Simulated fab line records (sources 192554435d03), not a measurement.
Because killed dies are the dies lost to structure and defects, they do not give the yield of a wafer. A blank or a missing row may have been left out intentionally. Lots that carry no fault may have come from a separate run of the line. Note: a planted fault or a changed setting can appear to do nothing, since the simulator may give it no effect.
The same fault as seen by 2 desks :: flow n5 finfet :: every desk sees just its own numbers, and what lay behind them comes last

== THE METROLOGY DESK ==
What the gauges read for every lot (on any tool): the sampled wafers with a number, averaged. A lot is out of limits, marked OUT, if its mean lies more than 4 standard deviations from the usual mean; the brackets give that distance.
Columns: A = cd nm at N5_BEOL_M5_CD_MEAS_11, usual 28.07 nm; B = M5_OVL at N5_BEOL_M5_OVL_MEAS_12, usual 0.2 nm
lot: L504
first seen here: day 7 22:48
A: 28.52
B: -0.4

lot: L505
first seen here: day 8 01:12
A: 28.10
B: -0.1

lot: L507
first seen here: day 8 23:58
A: 27.96
B: 1.0

lot: L506
first seen here: day 9 11:16
A: 28.22
B: 0.5

lot: L510
first seen here: day 10 14:51
A: 27.74
B: 0.0

lot: L512
first seen here: day 10 16:52
A: 28.00
B: -0.5

lot: L514
first seen here: day 11 05:23
A: 28.26
B: 0.4

lot: L517
first seen here: day 12 02:45
A: 28.03
B: -0.1

lot: L520
first seen here: day 12 05:44
A: 27.86
B: 0.8

lot: L523
first seen here: day 13 08:51
A: 28.12
B: 0.6

lot: L524
first seen here: day 13 13:52
A: 27.99
B: 0.4

lot: L526
first seen here: day 14 09:12
A: 28.31
B: 0.4
Finding of this desk: none of the 12 lots has anything out of limits.

== DESK OF THE TOOL OWNER: litho track-03 ==
The tool's own readings at N5_BEOL_M5_COAT_22 (resist thk 30 nm): means of the sampled wafers that have a number, for each lot that ran on this tool. A lot is out of limits, marked OUT, if its mean lies more than 4 standard deviations from the usual mean; the brackets give that distance.
Columns: A = dispense pressure kPa at N5_BEOL_M5_COAT_22, usual 52 kPa; B = spin speed rpm at N5_BEOL_M5_COAT_22, usual 1500.0 rpm
lot: L504
first seen here: day 8 00:02
A: 46
B: 1499.7

lot: L507
first seen here: day 9 01:07
A: 46
B: 1500.8

lot: L506
first seen here: day 9 12:38
A: 46
B: 1499.5

lot: L510
first seen here: day 10 15:29
A: 46
B: 1499.6

lot: L512
first seen here: day 10 17:28
A: 46
B: 1499.5

lot: L514
first seen here: day 11 07:40
A: 46
B: 1734.8 (+99 or more) OUT

lot: L517
first seen here: day 12 03:55
A: 46
B: 1734.8 (+99 or more) OUT
This desk's verdict: out of limits on L514, L517, starting with L514 at day 11 07:40 (spin speed rpm at N5_BEOL_M5_COAT_22). Within limits: L504, L507, L506, L510, L512.

== BROUGHT TOGETHER ==
At day 11 07:40, on L514, L517, the tool owner's desk was in a position to raise an alarm.
The metrology desk saw nothing out of limits.
The metrology desk holds a record of L514, L517, inside its limits.
All the named lots went through N5_BEOL_M5_COAT_22 on litho track-03.

== WHAT THE SIMULATOR PUT IN ==
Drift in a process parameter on litho track-03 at N5_BEOL_M5_COAT_22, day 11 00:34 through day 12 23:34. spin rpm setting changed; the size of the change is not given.
Lots struck among those shown: L514, L517.
Each desk's first reading out of limits, in hours after the fault started: the tool owner's desk, 7.
